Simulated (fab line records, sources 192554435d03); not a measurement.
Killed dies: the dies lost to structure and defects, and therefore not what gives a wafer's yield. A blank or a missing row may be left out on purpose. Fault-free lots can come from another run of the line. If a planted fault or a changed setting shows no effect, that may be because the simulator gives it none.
Code-filled problem report in 8D (eight disciplines) form :: flow n5 finfet :: the parts of the form that need people (team, actions taken, sign-off) are left out

== 1. WHAT WENT WRONG ==
spin speed rpm at N5_BEOL_M14_COAT_22 reads a mean of 2706.8 rpm on 6 wafers of 2 lots; wafers without a fault read 2888.0 rpm with a standard deviation of 2.3. That puts it -79 standard deviations away from the usual mean.
The step: resist thk 300 nm.
First observed at day 18 21:14: wafer L549.1, on litho track-01. The record holds 12 wafers of 4 lots with a number at this step. By rule, "out" or "out of limits" means more than 4 standard deviations away from the usual mean. The other wafers with a number count as sound.

== 2. WHAT IT IS, AND WHAT IT ISN'T ==
question: which readings at this step
is: spin speed rpm
is not: -

question: which lots
is: L549, L552
is not: L539, L540

question: which wafers of those lots
is: all that have a number
is not: -

question: read on which tools
is: litho track-01
is not: litho track-02

question: when
is: from day 18 21:14
is not: up to then (6 sound wafers)

== 3. SUSPECTS, AND WHAT RULES EACH OUT ==
Counting: a tool stays on the suspect list if, at a process step up to the reading, it processed all lots that are out and no sound lot following the first of them.
- litho track-01 at N5_BEOL_M14_COAT_22 (resist thk 300 nm): kept. All lots that are out passed through it, beginning with L549 at day 18 21:14, and no sound lot followed; its final sound lot before that point was L539 at day 13 23:31. Its own spin speed rpm readings are out on those wafers.
Left after counting: litho track-01 at N5_BEOL_M14_COAT_22.

== 4. THE CAUSE (what the simulator had put in) ==
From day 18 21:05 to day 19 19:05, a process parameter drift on litho track-01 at N5_BEOL_M14_COAT_22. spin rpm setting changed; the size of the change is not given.
The count eliminated every tool but this one.

== 5. THE EFFECT CHAIN, in route order ==
Each row: a reading where the mean over the struck wafers with a number is more than 3 standard deviations away from the usual. Only readings whose record carries a usual standard deviation are examined. hours: median over the lots of the time between each lot's start at the first step of this table that gives one and its start at this step. sigmas: the change, counted in usual standard deviations.
hours: 0
step: N5_BEOL_M14_COAT_22
reading: spin speed rpm
usual: 2888.0 rpm
on struck wafers: 2706.8
change: -181.2
sigmas: -79
Process steps it contains:
- N5_BEOL_M14_COAT_22: resist thk 300 nm.

== 6. WHAT WOULD HAVE CAUGHT IT SOONER ==
First out-of-limits reading in this record: day 18 21:14, which is 0 hours after fault onset at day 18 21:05.
